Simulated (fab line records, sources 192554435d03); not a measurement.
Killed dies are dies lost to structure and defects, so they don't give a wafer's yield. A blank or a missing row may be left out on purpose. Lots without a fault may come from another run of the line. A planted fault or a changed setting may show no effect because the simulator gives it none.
Chamber matching | flow n5_finfet | N5_ZERO_LAYER_ETCH_17 on rie_diel-05: 3 sister chambers
The step etches SiO2 in CF4, target depth 12 nm, time 13.3 s. 14 wafers are shown with their chamber, then 5 later ones without.

WAFERS WITH THEIR CHAMBER
wafer  | chamber | throttle_valve_pct (%) | showerhead_plenum_p_Torr (Torr) | oes_product_au (a.u.)
L075.1 | 1       | 15.55                  | 2.22                            | 0.77
L075.2 | 3       | 15.96                  | 2.15                            | 0.72
L075.6 | 1       | 15.55                  | 2.22                            | 0.77
L081.1 | 3       | 15.98                  | 2.14                            | 0.71
L081.3 | 2       | 15.16                  | 2.17                            | 0.91
L081.6 | 2       | 15.16                  | 2.17                            | 0.92
L082.2 | 2       | 15.18                  | 2.17                            | 0.91
L082.4 | 2       | 15.16                  | 2.17                            | 0.91
L082.5 | 1       | 15.58                  | 2.21                            | 0.76
L089.1 | 1       | 15.61                  | 2.21                            | 0.75
L089.3 | 3       | 16.00                  | 2.14                            | 0.70
L089.4 | 2       | 15.19                  | 2.17                            | 0.88
L092.4 | 3       | 16.02                  | 2.14                            | 0.68
L092.5 | 3       | 16.01                  | 2.14                            | 0.69

SIGNATURES (means of the wafers above)
reading                  | chamber 1 | chamber 2 | chamber 3 | scatter within a chamber
throttle_valve_pct       | 15.5725   | 15.1700   | 15.9940   | 0.0226
showerhead_plenum_p_Torr | 2.2150    | 2.1700    | 2.1420    | 0.00405
oes_product_au           | 0.7625    | 0.9060    | 0.7000    | 0.0141
Rule: a wafer's distance from a chamber is the root of the sum, over the readings, of the square of ((its reading less the chamber's mean) divided by the reading's scatter). The wafer belongs to the nearest chamber; if the next one is less than 2 further off, it can't be placed. The scatter: the root of (the sum of the squares of (reading less its chamber's mean) over the shown wafers, divided by (wafers less chambers)).

WAFERS WITHOUT THEIR CHAMBER
wafer  | throttle_valve_pct (%) | showerhead_plenum_p_Torr (Torr) | oes_product_au (a.u.)
L094.1 | 15.64                  | 2.20                            | 0.74
L094.2 | 16.01                  | 2.14                            | 0.69
L095.1 | 16.04                  | 2.13                            | 0.68
L095.3 | 15.21                  | 2.16                            | 0.87
L095.5 | 15.64                  | 2.20                            | 0.73

WHICH CHAMBER EACH WENT THROUGH
wafer  | from the rows above | in truth
L094.1 | 1                   | 1
L094.2 | 3                   | 3
L095.1 | 3                   | 3
L095.3 | 2                   | 2
L095.5 | 1                   | 1
Placed correctly: 5 of 5. Can't be placed from these rows: 0. Placed wrongly: 0.
